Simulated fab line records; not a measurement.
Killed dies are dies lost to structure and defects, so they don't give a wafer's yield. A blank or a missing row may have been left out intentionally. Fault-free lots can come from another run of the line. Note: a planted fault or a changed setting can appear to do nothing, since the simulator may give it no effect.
Split-lot study    flow n5Finfet    39 wafers read across 7 lots, on a route 1938 steps long

## THE SPLIT ITSELF
At N5_DUMMY_GATE_CVD_03 (deposits a-Si from SiH4, target thk 150 nm, time 8042 s), the setting targetThkA was moved away from the recipe's 1500 angstrom on 24 of the 39 wafers read, by -10.2% to +11.3%. This setting was run at the recipe's value on the other wafers.

The reading is taken at the split's own step.

## THE READING
a-Si_of_DUMMY_GATE_CVD_03.thkNm (the simulator's own value, which no gauge read), in nm, at N5_DUMMY_GATE_CVD_03 (deposits a-Si from SiH4, target thk 150 nm, time 8042 s). There is no usual value for it anywhere in the file. Across the 15 wafers here that went through the recipe, the average is 149.6 nm and the standard deviation 2.3 nm.

wafer   tool, chamber at the split  targetThkA as run, angstrom  against the recipe  a-Si_of_DUMMY_GATE_CVD_03.thkNm, nm  against lot-mates on the recipe
L076.1  -, -                        1500                         recipe              146.8                                -
L076.2  -, -                        1500                         recipe              146.6                                -
L076.3  -, -                        1500                         recipe              145.8                                -
L076.4  -, -                        1500                         recipe              146.2                                -
L076.5  -, -                        1500                         recipe              148                                  -
L076.6  -, -                        1500                         recipe              148.2                                -
L077.1  -, -                        1347                         -10.2%              135                                  no lot-mate on the recipe
L077.2  -, -                        1347                         -10.2%              135.6                                no lot-mate on the recipe
L077.3  -, -                        1347                         -10.2%              136.6                                no lot-mate on the recipe
L077.4  -, -                        1347                         -10.2%              136.6                                no lot-mate on the recipe
L077.5  -, -                        1347                         -10.2%              135.2                                no lot-mate on the recipe
L077.6  -, -                        1347                         -10.2%              135.8                                no lot-mate on the recipe
L086.1  -, -                        1669                         +11.3%              168.8                                no lot-mate on the recipe
L086.4  -, -                        1669                         +11.3%              168.8                                no lot-mate on the recipe
L086.2  -, -                        1669                         +11.3%              170.2                                no lot-mate on the recipe
L086.3  -, -                        1669                         +11.3%              168.2                                no lot-mate on the recipe
L086.5  -, -                        1669                         +11.3%              169.4                                no lot-mate on the recipe
L086.6  -, -                        1669                         +11.3%              169.2                                no lot-mate on the recipe
L087.2  lpcvd-02, 1/70              1500                         recipe              151.4                                -
L087.5  lpcvd-02, 1/84              1500                         recipe              151                                  -
L087.6  lpcvd-02, 1/89              1500                         recipe              150.6                                -
L090.1  -, -                        1610                         +7.3%               162.4                                no lot-mate on the recipe
L090.2  -, -                        1610                         +7.3%               161.8                                no lot-mate on the recipe
L090.3  -, -                        1610                         +7.3%               161                                  no lot-mate on the recipe
L090.4  -, -                        1610                         +7.3%               160.4                                no lot-mate on the recipe
L090.5  -, -                        1610                         +7.3%               160.8                                no lot-mate on the recipe
L090.6  -, -                        1610                         +7.3%               162.2                                no lot-mate on the recipe
L092.1  -, -                        1500                         recipe              150.6                                -
L092.2  -, -                        1500                         recipe              152.2                                -
L092.3  -, -                        1500                         recipe              151.2                                -
L092.4  -, -                        1500                         recipe              151.2                                -
L092.5  -, -                        1500                         recipe              152                                  -
L092.6  -, -                        1500                         recipe              151.8                                -
L093.1  -, -                        1350                         -10.0%              134.4                                no lot-mate on the recipe
L093.2  -, -                        1350                         -10.0%              135.6                                no lot-mate on the recipe
L093.3  -, -                        1350                         -10.0%              135.2                                no lot-mate on the recipe
L093.4  -, -                        1350                         -10.0%              135                                  no lot-mate on the recipe
L093.5  -, -                        1350                         -10.0%              135.8                                no lot-mate on the recipe
L093.6  -, -                        1350                         -10.0%              134                                  no lot-mate on the recipe

THE FIT
A straight line over all 39 wafers: a-Si_of_DUMMY_GATE_CVD_03.thkNm changes by +1.55 nm for each +1% of targetThkA; r = +0.99; the points scatter about the line by 1.8 nm.
Too few moved wafers with a lot-mate on the recipe to fit a line net of each lot's own level.

## FILE'S OWN FIT
a-Si_of_DUMMY_GATE_CVD_03.thkNm changes by +1.55 nm for each +1% of targetThkA, r = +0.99.
